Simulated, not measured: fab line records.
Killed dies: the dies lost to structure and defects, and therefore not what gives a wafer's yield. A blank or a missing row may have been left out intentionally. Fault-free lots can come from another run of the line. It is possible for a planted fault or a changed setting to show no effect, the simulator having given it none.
A sampling plan put to the test / flow n5 finfet / 21 faults told of in these records, all on one fab line, each judged by the records of the lots it struck
Plan = the line's own looks (route steps where a gauge or an inspection reads the wafer without altering it). A look can be judged if struck wafers have a number there and the file gives its usual mean and standard deviation on fault-free wafers. Caught: 4 or more of those standard deviations (sigma) separate the usual mean from the mean of the struck wafers at a look after the fault's first step. On the tool: the fault's steps, tested the same way using the tool's own readings. If the struck wafers alone have a blank record, or they carry another recipe, that too counts as caught.

== THE FAULTS, as the simulator had put them in ==
1. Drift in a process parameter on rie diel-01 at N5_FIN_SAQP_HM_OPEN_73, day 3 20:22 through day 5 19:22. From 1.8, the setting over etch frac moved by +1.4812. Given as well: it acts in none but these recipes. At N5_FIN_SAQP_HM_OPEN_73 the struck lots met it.
2. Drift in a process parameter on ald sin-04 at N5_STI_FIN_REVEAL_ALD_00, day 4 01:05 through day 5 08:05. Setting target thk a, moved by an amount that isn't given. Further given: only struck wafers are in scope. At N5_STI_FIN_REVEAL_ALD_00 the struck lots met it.
3. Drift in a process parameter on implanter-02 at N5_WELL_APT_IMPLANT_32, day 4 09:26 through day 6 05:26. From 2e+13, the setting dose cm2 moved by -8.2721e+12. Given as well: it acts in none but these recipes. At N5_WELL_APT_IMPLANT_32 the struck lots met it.
4. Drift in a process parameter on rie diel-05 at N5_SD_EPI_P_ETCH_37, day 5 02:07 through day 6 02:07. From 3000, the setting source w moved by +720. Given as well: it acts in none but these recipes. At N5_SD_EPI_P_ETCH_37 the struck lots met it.
5. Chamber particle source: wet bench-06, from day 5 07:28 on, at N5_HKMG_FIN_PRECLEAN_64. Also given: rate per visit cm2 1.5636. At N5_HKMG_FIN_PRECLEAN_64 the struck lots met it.
6. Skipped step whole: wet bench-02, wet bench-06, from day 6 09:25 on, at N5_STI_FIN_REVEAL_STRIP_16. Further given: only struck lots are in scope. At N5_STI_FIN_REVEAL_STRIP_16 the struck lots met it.
7. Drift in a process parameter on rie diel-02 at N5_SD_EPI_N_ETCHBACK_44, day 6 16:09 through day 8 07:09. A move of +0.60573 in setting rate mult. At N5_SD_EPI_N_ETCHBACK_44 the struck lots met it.
8. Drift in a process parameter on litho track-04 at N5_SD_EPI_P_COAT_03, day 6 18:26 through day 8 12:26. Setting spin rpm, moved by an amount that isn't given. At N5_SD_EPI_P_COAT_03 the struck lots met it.
9. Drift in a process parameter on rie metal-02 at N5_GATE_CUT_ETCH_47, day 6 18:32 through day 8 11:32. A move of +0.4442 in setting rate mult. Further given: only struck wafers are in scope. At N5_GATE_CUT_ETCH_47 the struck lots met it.
10. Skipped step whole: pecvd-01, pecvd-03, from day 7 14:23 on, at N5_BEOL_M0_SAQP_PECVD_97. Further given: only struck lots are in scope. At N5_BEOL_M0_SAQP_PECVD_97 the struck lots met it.
11. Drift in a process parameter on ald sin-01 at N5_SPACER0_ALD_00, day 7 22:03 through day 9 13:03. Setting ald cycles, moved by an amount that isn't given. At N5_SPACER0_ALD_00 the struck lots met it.
12. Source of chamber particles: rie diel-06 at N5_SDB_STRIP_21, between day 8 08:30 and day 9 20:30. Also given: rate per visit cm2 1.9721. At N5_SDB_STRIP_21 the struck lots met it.
13. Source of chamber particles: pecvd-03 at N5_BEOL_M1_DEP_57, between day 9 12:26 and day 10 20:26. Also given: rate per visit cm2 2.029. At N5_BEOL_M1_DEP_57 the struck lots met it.
14. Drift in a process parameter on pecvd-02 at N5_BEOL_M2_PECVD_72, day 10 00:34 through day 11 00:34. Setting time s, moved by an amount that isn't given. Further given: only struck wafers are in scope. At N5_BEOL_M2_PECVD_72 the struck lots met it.
15. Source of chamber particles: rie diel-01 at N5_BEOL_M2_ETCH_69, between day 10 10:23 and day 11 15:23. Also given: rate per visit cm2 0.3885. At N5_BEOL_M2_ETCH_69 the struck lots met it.
16. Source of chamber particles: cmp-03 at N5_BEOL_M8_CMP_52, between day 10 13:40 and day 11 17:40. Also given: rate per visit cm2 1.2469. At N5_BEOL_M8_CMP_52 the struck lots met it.
17. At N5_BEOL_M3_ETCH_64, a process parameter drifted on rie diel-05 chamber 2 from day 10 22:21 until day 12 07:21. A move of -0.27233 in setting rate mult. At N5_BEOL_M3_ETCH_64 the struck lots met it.
18. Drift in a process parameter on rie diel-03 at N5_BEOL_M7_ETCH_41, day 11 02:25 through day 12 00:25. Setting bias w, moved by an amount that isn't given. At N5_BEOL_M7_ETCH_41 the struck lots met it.
19. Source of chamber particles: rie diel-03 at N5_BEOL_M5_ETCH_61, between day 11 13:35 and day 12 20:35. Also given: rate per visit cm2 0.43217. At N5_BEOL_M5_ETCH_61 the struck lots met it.
20. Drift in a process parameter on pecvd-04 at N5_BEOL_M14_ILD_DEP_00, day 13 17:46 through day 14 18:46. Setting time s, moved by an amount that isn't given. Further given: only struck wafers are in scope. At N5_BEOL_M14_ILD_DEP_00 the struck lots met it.
21. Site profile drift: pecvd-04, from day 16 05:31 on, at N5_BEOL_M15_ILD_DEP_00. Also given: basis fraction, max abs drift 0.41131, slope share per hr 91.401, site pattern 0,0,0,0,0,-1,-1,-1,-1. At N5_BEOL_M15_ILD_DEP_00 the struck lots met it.

== WHAT THE PLAN SAW ==
fault=1; on the tool itself=under 2 sigma; first look that catches it=not the one look that can be judged after it; reading, sigma=-; median hours from its first step to that look=-; hours from the fault's start to the first struck lot there=-; judged looks passed uncaught=1
fault=2; on the tool itself=under 2 sigma; first look that catches it=not the one look that can be judged after it; reading, sigma=-; median hours from its first step to that look=-; hours from the fault's start to the first struck lot there=-; judged looks passed uncaught=1
fault=3; on the tool itself=dose ions cm2 -99 or beyond sigma; first look that catches it=N5_BEOL_M4_RC_MEAS_101; reading, sigma=CJ_N -10; median hours from its first step to that look=151.2; hours from the fault's start to the first struck lot there=157; judged looks passed uncaught=0
fault=4; on the tool itself=rf fwd power W +73 sigma; first look that catches it=not the one look that can be judged after it; reading, sigma=-; median hours from its first step to that look=-; hours from the fault's start to the first struck lot there=-; judged looks passed uncaught=1
fault=5; on the tool itself=no reading that can be judged; first look that catches it=none of the 4 looks that can be judged after it; reading, sigma=-; median hours from its first step to that look=-; hours from the fault's start to the first struck lot there=-; judged looks passed uncaught=4
fault=6; on the tool itself=the tool's record is blank for the struck wafers; first look that catches it=no look after it can be judged; reading, sigma=-; median hours from its first step to that look=-; hours from the fault's start to the first struck lot there=-; judged looks passed uncaught=0
fault=7; on the tool itself=under 2 sigma; first look that catches it=not the one look that can be judged after it; reading, sigma=-; median hours from its first step to that look=-; hours from the fault's start to the first struck lot there=-; judged looks passed uncaught=1
fault=8; on the tool itself=spin speed rpm -38 sigma; first look that catches it=not the one look that can be judged after it; reading, sigma=-; median hours from its first step to that look=-; hours from the fault's start to the first struck lot there=-; judged looks passed uncaught=1
fault=9; on the tool itself=only faintly: oes product au +3.9 sigma; first look that catches it=none of the 2 looks that can be judged after it; reading, sigma=strongest: GC_FILL_THK at N5_GATE_CUT_THK_MEAS_24, -2.7; median hours from its first step to that look=-; hours from the fault's start to the first struck lot there=-; judged looks passed uncaught=2
fault=10; on the tool itself=the tool's record is blank for the struck wafers; first look that catches it=no look after it can be judged; reading, sigma=-; median hours from its first step to that look=-; hours from the fault's start to the first struck lot there=-; judged looks passed uncaught=0
fault=11; on the tool itself=under 2 sigma; first look that catches it=N5_BEOL_M4_RC_MEAS_101; reading, sigma=REXT_N +4.5; median hours from its first step to that look=129.3; hours from the fault's start to the first struck lot there=120; judged looks passed uncaught=0
fault=12; on the tool itself=under 2 sigma; first look that catches it=no look after it can be judged; reading, sigma=-; median hours from its first step to that look=-; hours from the fault's start to the first struck lot there=-; judged looks passed uncaught=0
fault=13; on the tool itself=under 2 sigma; first look that catches it=N5_BEOL_M1_INSPECT_59; reading, sigma=raw defect count +58; median hours from its first step to that look=0.1; hours from the fault's start to the first struck lot there=3; judged looks passed uncaught=0
fault=14; on the tool itself=under 2 sigma; first look that catches it=none of the 3 looks that can be judged after it; reading, sigma=-; median hours from its first step to that look=-; hours from the fault's start to the first struck lot there=-; judged looks passed uncaught=3
fault=15; on the tool itself=under 2 sigma; first look that catches it=no look after it can be judged; reading, sigma=-; median hours from its first step to that look=-; hours from the fault's start to the first struck lot there=-; judged looks passed uncaught=0
fault=16; on the tool itself=under 2 sigma; first look that catches it=N5_BEOL_M8_INSPECT_58; reading, sigma=raw defect count +36; median hours from its first step to that look=0.4; hours from the fault's start to the first struck lot there=2; judged looks passed uncaught=0
fault=17; on the tool itself=only faintly: throttle valve pct +2.1 sigma; first look that catches it=not the one look that can be judged after it; reading, sigma=-; median hours from its first step to that look=-; hours from the fault's start to the first struck lot there=-; judged looks passed uncaught=1
fault=18; on the tool itself=bias w -64 sigma; first look that catches it=no look after it can be judged; reading, sigma=-; median hours from its first step to that look=-; hours from the fault's start to the first struck lot there=-; judged looks passed uncaught=0
fault=19; on the tool itself=under 2 sigma; first look that catches it=none of the 2 looks that can be judged after it; reading, sigma=strongest: raw defect count at N5_BEOL_M5_INSPECT_30, +3.5; median hours from its first step to that look=-; hours from the fault's start to the first struck lot there=-; judged looks passed uncaught=2
fault=20; on the tool itself=run length s -99 or beyond sigma; first look that catches it=N5_BEOL_M14_THK_MEAS_01; reading, sigma=M14_ILD_THK -44; median hours from its first step to that look=0.2; hours from the fault's start to the first struck lot there=6; judged looks passed uncaught=0
fault=21; on the tool itself=under 2 sigma; first look that catches it=N5_BEOL_M15_THK_MEAS_01; reading, sigma=M15_ILD_THK -10; median hours from its first step to that look=0.3; hours from the fault's start to the first struck lot there=8; judged looks passed uncaught=0
Dash: fault not caught, or number not given in these records.

Caught at a look: 6 of 21. Caught on the tool: 7 of 21. By one or the other: 11 of 21.
On the tool alone, faults 4, 6, 8, 10, 18 were caught.
Caught at a look alone: faults 11, 13, 16, 21.
Caught by neither: faults 1, 2, 5, 7, 9, 12, 14, 15, 17, 19.

== THINNER SAMPLING ==
In the worst case, this is how late the first struck lot would be measured if the look that catches a fault measured only every second or every third lot, by lot number:
fault=3; struck lots at that look, in order of time=L475, L476; every lot=157 h; every second lot=164 h; every third lot=may miss all 2
fault=11; struck lots at that look, in order of time=L153, L155; every lot=120 h; every second lot=may miss all 2; every third lot=may miss all 2
fault=13; struck lots at that look, in order of time=L238, L242; every lot=3 h; every second lot=may miss all 2; every third lot=may miss all 2
fault=16; struck lots at that look, in order of time=L481, L482, L483; every lot=2 h; every second lot=11 h; every third lot=22 h
fault=20; struck lots at that look, in order of time=L841, L842, L843; every lot=6 h; every second lot=13 h; every third lot=22 h
fault=21; struck lots at that look, in order of time=L465, L466; every lot=8 h; every second lot=34 h; every third lot=may miss all 2
Hours are from the fault's start to the first struck lot that is measured. The limit of 4 sigma was tested on all struck wafers together, so one lot alone may lie under it. Other struck lots may not be in these records.

== THE LONGEST TIMED WAY FROM STEP TO LOOK ==
For fault 3, N5_WELL_APT_IMPLANT_32 and N5_BEOL_M4_RC_MEAS_101 are separated by a median of 151.2 hours. No look between them can be judged.
